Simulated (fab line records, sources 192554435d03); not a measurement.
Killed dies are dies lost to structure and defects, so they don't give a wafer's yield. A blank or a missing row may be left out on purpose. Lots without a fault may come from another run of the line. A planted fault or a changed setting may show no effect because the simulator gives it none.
fab line records | flow n5_finfet
record lots=9 wafers=27 last_day=19
route steps=1938 shown BEOL_M7@1302 PASSIVATION@1936
lots that met no fault: from a run of the same line without faults
start_h: hours from the record's first day to the start of the lot's first wafer shown | wait_h: hours since the lot's step before | " the same as in the row above | L1.1+2: a row that stands for several wafers | - no value, or no start given | * or withheld: withheld | < > ~ a bound
route shown NAME@n: a module of which the file shows steps, and the number in the route of the first | usual: mean/standard deviation of fault-free wafers | same: alike in all rows | chamber/n: place in a boat | sites: the reading at each site | _std_site: their standard deviation | _edge_site: outer sites' mean less inner sites' | radius_mm: how far each site lies from the wafer's centre | mask NAME#n: copy n | behind: the tool/chamber that last shaped the wafer | hold: why the lot was held/for how many hours/how that ended | device: the transistor (n, p or np) that didn't switch | end of line: the same wafers' tests at the end of the route | a step without rows: its recipe alone | killed: dies lost to structure and defects at the first sort, not the wafer's yield | map: a wafer's dies, x killed, . not, _ none there
set.NAME: the setting as run; set.NAME@STEP: as run at that earlier step | model.NAME: the simulator's own value behind a step, which no gauge read
steps of the route over a sample of lots; a table a step, a row a wafer
services: from which hour (start_h, from the record's first day; less than 0 if before it) a tool's chamber was out of use, for how many hours, and why
## steps
# step N5_BEOL_M7_ETCH_66
# recipe chemistry=N2/H2 target=SOC target_depth_a=800 overetch_a=160 mask_material=SiARC temp_c=40 time_s=120 ion_energy_ev=200 pressure_mtorr=30 source_w=840 bias_w=150 n2_flow_sccm=200 h2_flow_sccm=200
# usual bias_w=150.0/0.45 chamber_pressure_mTorr=29.998/0.028 drypump_motor_current_A=5.6/0.48 oes_product_au=0.62/0.069 rf_vpp_V=524.2/2.7 showerhead_plenum_p_Torr=2.55/0.097 throttle_valve_pct=17.79/0.24
# same time_s=120
# columns lot.wafer tool chamber start_h wait_h bias_w chamber_pressure_mTorr drypump_motor_current_A oes_product_au rf_hours_counter_h rf_vpp_V showerhead_plenum_p_Torr throttle_valve_pct
L943.2 rie_diel-06 0 225.34 0.0 150.7 30.007 5.2 0.70 22 522.8 2.49 17.56
L943.5 " 0 " " 149.7 30.031 5.2 0.71 - 523.7 2.49 17.53
L943.6 " 1 " " 149.8 29.998 5.6 0.54 - 526.2 2.62 18.25
L944.1 rie_diel-06 1 238.53 0.0 149.7 29.971 5.6 0.54 227 527.5 2.62 18.25
L944.4 " 3 " " 150.3 29.974 5.5 0.53 217 524.8 2.52 18.10
L944.6 " 0 " " 150.0 30.043 5.2 0.69 - 522.4 2.49 17.55
L947.2 rie_diel-06 2 258.96 0.0 150.2 29.962 6.4 0.56 179 520.9 2.42 17.62
L947.5 " 0 " " 150.6 29.989 5.2 0.68 - 522.2 2.48 17.57
L947.6 " 1 " " 150.0 30.042 5.6 0.53 - 525.4 2.62 18.26
L952.2 rie_diel-06 3 315.57 0.0 150.3 30.046 5.5 0.52 236 523.7 2.52 18.12
L952.3 " 1 " " 149.8 30.008 5.6 0.52 246 526.6 2.61 18.27
L952.4 " 2 " " 150.6 29.937 6.5 0.56 192 521.7 2.42 17.65
L955.2 rie_diel-03 0 324.73 0.0 149.7 30.032 4.7 0.60 88 521.1 2.47 17.61
L955.3 " 2 " " 149.7 29.999 5.3 0.69 28 529.0 2.70 17.69
L955.5 " 1 " " 150.6 30.003 6.0 0.74 - 525.8 2.60 17.69
L954.1 rie_diel-03 3 336.06 0.0 149.4 30.015 5.5 0.63 64 527.5 2.69 17.66
L954.2 " 2 " " 149.6 29.986 5.3 0.68 31 527.5 2.70 17.72
L954.4 " 1 " " 150.1 29.973 6.1 0.74 8 526.1 2.60 17.67
L959.3 rie_diel-03 2 353.61 0.0 150.9 29.997 5.3 0.69 36 527.6 2.70 17.71
L959.4 " 0 " " 150.0 30.015 4.7 0.60 95 521.8 2.46 17.61
L959.5 " 1 " " 150.2 29.988 6.0 0.73 - 525.5 2.60 17.69
L958.1 rie_diel-03 1 361.00 0.0 150.8 29.936 6.0 0.72 15 526.4 2.60 17.70
L958.2 " 0 " " 149.9 30.014 4.8 0.60 97 522.0 2.46 17.61
L958.6 " 0 " " 150.4 29.982 4.7 0.59 - 522.4 2.46 17.62
L963.1 rie_diel-02 0 375.40 0.0 150.0 30.012 5.6 0.63 79 521.6 2.46 17.70
L963.2 " 1 " " 150.3 30.012 6.2 0.63 67 525.3 2.57 17.68
L963.5 " 0 " " 150.0 30.011 5.6 0.64 - 519.7 2.46 17.68
# step N5_BEOL_M7_VIA_ETCH_34
# recipe chemistry=C4F6/O2 target=SiCOH_lowk target_depth_a=1255 mask_material=SOC taper_deg=4 time_s=50.5 ion_energy_ev=250 pressure_mtorr=30 source_w=345 bias_w=185 Ar_flow_sccm=300 C4F6_flow_sccm=10 O2_flow_sccm=10
# usual bias_w=185.0/0.57 chamber_pressure_mTorr=29.997/0.025 drypump_motor_current_A=5.6/0.48 oes_product_au=0.81/0.094 rf_vpp_V=665/6.7 showerhead_plenum_p_Torr=2.86/0.095 throttle_valve_pct=20.90/0.22
# same time_s=50.5
# columns lot.wafer tool chamber start_h wait_h bias_w chamber_pressure_mTorr drypump_motor_current_A oes_product_au rf_hours_counter_h rf_vpp_V showerhead_plenum_p_Torr throttle_valve_pct
L943.2 rie_diel-06 0 225.44 0.0 185.2 30.003 5.2 0.92 22 659 2.81 20.77
L943.5 " 0 " " 185.4 30.011 5.2 0.91 - 658 2.81 20.76
L943.6 " 1 " " 185.4 29.986 5.6 0.70 - 671 2.92 21.25
L944.1 rie_diel-06 1 238.63 0.0 185.7 30.005 5.6 0.69 227 671 2.92 21.25
L944.4 " 3 " " 184.6 30.010 5.5 0.68 217 664 2.83 21.26
L944.6 " 0 " " 184.4 29.991 5.2 0.91 - 657 2.80 20.78
L947.2 rie_diel-06 2 259.06 0.0 184.6 29.970 6.4 0.73 179 656 2.73 20.72
L947.5 " 0 " " 184.1 30.023 5.2 0.89 - 657 2.80 20.79
L947.6 " 1 " " 186.3 29.933 5.6 0.68 - 672 2.92 21.26
L952.2 rie_diel-06 3 315.67 0.0 184.8 29.966 5.5 0.67 237 661 2.82 21.29
L952.3 " 1 " " 185.7 30.019 5.6 0.68 246 671 2.91 21.30
L952.4 " 2 " " 185.3 30.005 6.5 0.73 192 658 2.72 20.76
L955.2 rie_diel-03 0 324.83 0.0 184.8 29.972 4.8 0.77 88 662 2.78 20.80
L955.3 " 2 " " 184.9 29.963 5.3 0.91 28 674 3.01 20.80
L955.5 " 1 " " 184.5 30.030 6.0 0.98 - 672 2.91 20.70
L954.1 rie_diel-03 3 336.16 0.0 186.2 30.034 5.5 0.83 64 673 2.99 20.71
L954.2 " 2 " " 184.8 30.005 5.3 0.90 31 672 3.01 20.80
L954.4 " 1 " " 185.3 29.986 6.0 0.97 8 672 2.91 20.70
L959.3 rie_diel-03 2 353.71 0.0 185.3 30.010 5.3 0.90 36 673 3.01 20.80
L959.4 " 0 " " 185.0 30.025 4.7 0.78 95 663 2.77 20.82
L959.5 " 1 " " 185.3 29.984 6.0 0.97 - 671 2.91 20.69
L958.1 rie_diel-03 1 361.10 0.0 184.4 30.001 6.1 0.95 15 671 2.91 20.71
L958.2 " 0 " " 184.5 30.038 4.8 0.77 97 665 2.77 20.80
L958.6 " 0 " " 184.8 29.974 4.7 0.77 - 663 2.77 20.81
L963.1 rie_diel-02 0 375.50 0.0 184.7 29.993 5.6 0.83 79 656 2.77 20.88
L963.2 " 1 " " 185.7 29.984 6.3 0.83 67 661 2.90 20.79
L963.5 " 0 " " 185.7 30.016 5.6 0.83 - 656 2.77 20.89
# step N5_BEOL_M7_ETCH_41
# recipe chemistry=CH3F/O2 target=SiCN target_depth_a=319 taper_deg=2 time_s=57.8 ion_energy_ev=120 mask_material=TiN pressure_mtorr=30 source_w=395 bias_w=75 Ar_flow_sccm=150 CH3F_flow_sccm=30 O2_flow_sccm=20
# usual bias_w=74.99/0.23 chamber_pressure_mTorr=30.002/0.028 drypump_motor_current_A=5.6/0.48 oes_product_au=0.80/0.094 rf_vpp_V=297.5/1.7 showerhead_plenum_p_Torr=2.01/0.071 throttle_valve_pct=16.31/0.24
# same time_s=57.8
# columns lot.wafer tool chamber start_h wait_h bias_w chamber_pressure_mTorr drypump_motor_current_A oes_product_au rf_hours_counter_h rf_vpp_V showerhead_plenum_p_Torr throttle_valve_pct
L943.2 rie_diel-06 0 225.56 - 75.27 30.094 5.2 0.91 22 295.9 1.97 16.13
L943.5 " 0 " " 75.18 30.020 5.2 0.91 - 297.0 1.97 16.13
L943.6 " 1 " " 75.02 29.961 5.6 0.69 - 299.1 2.06 16.72
L944.1 rie_diel-06 1 238.75 - 74.85 30.023 5.6 0.69 227 298.3 2.06 16.73
L944.4 " 3 " " 74.78 29.957 5.5 0.68 217 296.2 1.99 16.68
L944.6 " 0 " " 75.12 29.946 5.2 0.90 - 296.1 1.97 16.13
L947.2 rie_diel-06 2 259.19 - 75.32 30.004 6.5 0.73 179 295.5 1.91 16.22
L947.5 " 0 " " 74.65 29.994 5.2 0.89 - 294.2 1.97 16.15
L947.6 " 1 " " 75.29 29.995 5.6 0.69 - 297.2 2.05 16.75
L952.2 rie_diel-06 3 315.80 - 75.25 30.003 5.4 0.68 237 296.2 1.98 16.70
L952.3 " 1 " " 74.61 29.990 5.6 0.69 246 298.7 2.05 16.77
L952.4 " 2 " " 52.84 30.032 6.4 0.68 192 238.8 1.91 16.24
L955.2 rie_diel-03 0 324.96 - 74.99 30.019 4.7 0.78 88 297.0 1.95 16.20
L955.3 " 2 " " 75.40 29.992 5.3 0.91 28 300.0 2.12 16.20
L955.5 " 1 " " 74.69 30.018 6.0 0.99 - 299.2 2.05 16.05
L954.1 rie_diel-03 3 336.29 - 74.59 30.018 5.5 0.84 64 298.6 2.11 16.12
L954.2 " 2 " " 75.07 29.981 5.3 0.89 31 298.1 2.12 16.19
L954.4 " 1 " " 75.20 29.978 6.1 0.96 8 296.8 2.05 16.05
L959.3 rie_diel-03 2 353.83 - 75.00 29.990 5.3 0.89 36 300.3 2.12 16.18
L959.4 " 0 " " 75.09 29.974 4.7 0.77 96 295.6 1.95 16.22
L959.5 " 1 " " 75.06 30.049 6.0 0.95 - 298.5 2.05 16.08
L958.1 rie_diel-03 1 361.22 - 75.14 30.063 6.0 0.95 15 296.9 2.05 16.07
L958.2 " 0 " " 74.94 29.949 4.8 0.77 97 295.2 1.95 16.21
L958.6 " 0 " " 74.82 30.027 4.8 0.77 - 296.5 1.95 16.22
L963.1 rie_diel-02 0 375.63 - 75.27 30.039 5.6 0.82 79 295.5 1.95 16.27
L963.2 " 1 " " 74.68 30.005 6.3 0.83 67 298.2 2.03 16.13
L963.5 " 0 " " 75.09 29.989 5.6 0.83 - 297.5 1.95 16.25
# step N5_BEOL_M7_STRIP_80
# recipe chemistry=N2/H2 time_s=10 power_w=450 temp_c=40 pressure_mtorr=20 rf_frequency_hz=6e+07 bias_power_w=7 n2_flow_sccm=200 h2_flow_sccm=200
# usual chamber_pressure_mTorr=20.002/0.021 drypump_motor_current_A=5.6/0.48 oes_product_au=0.81/0.095 rf_vpp_V=59.2/0.94 showerhead_plenum_p_Torr=2.55/0.097 throttle_valve_pct=23.62/0.25
# same time_s=10
# columns lot.wafer tool chamber start_h wait_h chamber_pressure_mTorr drypump_motor_current_A oes_product_au rf_hours_counter_h rf_vpp_V showerhead_plenum_p_Torr throttle_valve_pct
L943.2 rie_diel-06 0 - - 19.995 5.2 0.92 22 58.4 2.48 23.42
L943.5 " 0 " " 20.035 5.2 0.92 - 58.8 2.48 23.42
L943.6 " 1 " " 20.003 5.6 0.70 - 59.6 2.62 24.09
L944.1 rie_diel-06 1 - - 20.028 5.6 0.68 227 60.5 2.62 24.10
L944.4 " 3 " " 19.996 5.4 0.69 217 60.1 2.52 23.85
L944.6 " 0 " " 20.015 5.2 0.90 - 59.5 2.48 23.43
L947.2 rie_diel-06 2 - - 19.993 6.4 0.72 179 58.7 2.42 23.37
L947.5 " 0 " " 20.013 5.2 0.89 - 58.1 2.48 23.43
L947.6 " 1 " " 20.001 5.6 0.69 - 59.9 2.61 24.10
L952.2 rie_diel-06 3 - - 19.966 5.4 0.68 237 59.4 2.51 23.90
L952.3 " 1 " " 20.014 5.6 0.68 246 59.5 2.61 24.10
L952.4 " 2 " " 19.974 6.5 0.72 192 59.6 2.41 23.38
L955.2 rie_diel-03 0 - - 20.018 4.7 0.78 88 57.8 2.46 23.35
L955.3 " 2 " " 20.030 5.3 0.91 28 58.8 2.70 23.61
L955.5 " 1 " " 20.027 6.1 0.98 - 58.4 2.60 23.70
L954.1 rie_diel-03 3 - - 20.026 5.5 0.85 64 60.1 2.69 23.46
L954.2 " 2 " " 19.992 5.3 0.91 31 57.9 2.70 23.59
L954.4 " 1 " " 19.999 6.0 0.97 8 58.9 2.60 23.71
L959.3 rie_diel-03 2 - - 20.030 5.3 0.90 36 59.1 2.69 23.61
L959.4 " 0 " " 20.003 4.8 0.77 96 59.4 2.46 23.36
L959.5 " 1 " " 19.983 6.0 0.96 - 59.9 2.60 23.71
L958.1 rie_diel-03 1 - - 20.008 6.0 0.94 15 59.0 2.59 23.70
L958.2 " 0 " " 19.986 4.8 0.77 97 58.2 2.46 23.37
L958.6 " 0 " " 20.024 4.8 0.78 - 57.5 2.46 23.36
L963.1 rie_diel-02 0 - - 20.143 5.7 0.82 79 58.6 2.46 23.52
L963.2 " 1 " " 20.018 6.3 0.84 67 59.1 2.57 23.68
L963.5 " 0 " " 20.008 5.6 0.82 - 58.8 2.46 23.54
# step N5_PASSIVATION_PROBE_49
# usual defect_limited_yield=91.6/1.6 killed_at_M0_to_M3=32/9.7 killed_at_M4_up=13/4.4 killed_at_contacts=12/6.5 killed_at_front_end=38/12 killed_at_other=3.7/3 killed_dies=99/18 killed_open=66/14 killed_short=32/7.5 sort_bin_5_function=4.9/1 sort_bin_6_memory=3.2/0.73 sort_n_pass=1081/18 sort_yield_pct=91.6/1.6
# same gross_dies=1180 killed_at_back_side=0 sort_bin_4_leakage[%]=0 sort_bin_8_speed[%]=0
# columns lot.wafer tool chamber start_h wait_h defect_limited_yield[%] killed_at_M0_to_M3 killed_at_M4_up killed_at_contacts killed_at_front_end killed_at_other killed_dies killed_open killed_short sort_bin_5_function[%] sort_bin_6_memory[%] sort_n_pass sort_yield_pct[%]
L952.3 prober-01 - 390.01 0.1 94.3 22 6 7 30 2 67 48 19 3.4 2.0 1113 94.3
# killed by level:class
L952.3 FIN_SAQP:geometric_particle:short=8 BEOL_M1:geometric_particle:open=7 FIN_SAQP:geometric_particle:open=5 MOL_CONTACT_COAG:geometric_particle:open=5 BEOL_M0_SAQP:geometric_particle:open=5 DUMMY_GATE:geometric_particle:open=4 STI_FIN_REVEAL:geometric_particle:open=4 BEOL_M0_SAQP:geometric_particle:short=4
## services
# columns tool chamber start_h hours kind
rie_diel-02 2 214.00 6.4 repair
rie_diel-02 1 219.30 40.8 repair
rie_diel-03 2 225.34 - clean
rie_diel-03 2 225.34 - consumable_replace:focus_ring
rie_diel-03 2 225.34 - consumable_replace:showerhead
rie_diel-03 2 225.34 18.0 scheduled_down
rie_diel-03 2 225.34 18.0 vent_cycle
rie_diel-06 3 252.54 2.8 repair
rie_diel-03 1 260.48 6.6 repair
rie_diel-03 1 280.85 - clean
rie_diel-03 1 280.85 - consumable_replace:focus_ring
rie_diel-03 1 280.85 20.3 scheduled_down
rie_diel-03 1 280.85 20.3 vent_cycle
rie_diel-03 3 318.68 3.2 repair
rie_diel-06 3 326.10 3.0 repair
rie_diel-06 1 356.46 - clean
rie_diel-06 1 356.46 - consumable_replace:focus_ring
rie_diel-06 1 356.46 29.5 scheduled_down
rie_diel-06 1 356.46 29.5 vent_cycle
## key
first_sign step=N5_BEOL_M7_ETCH_41 reading=bias_w direction=down sigmas=95 usual=* struck=*
effect step=N5_BEOL_M7_ETCH_41 reading=rf_vpp_V direction=down sigmas=35 usual=297.5 struck=238.8
met_at N5_BEOL_M7_ETCH_41
struck_lots L952
struck_wafers L952.4
not_acting_at N5_BEOL_M7_ETCH_66,N5_BEOL_M7_VIA_ETCH_34,N5_BEOL_M7_STRIP_80
onset_between 259.19 315.80
fault kind=process_parameter_drift tool=rie_diel-06 chamber=2 onset_h=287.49 steps=N5_BEOL_M7_ETCH_41 channel=bias_w offset=* shape=step end_h=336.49 acts_in=* stated=*
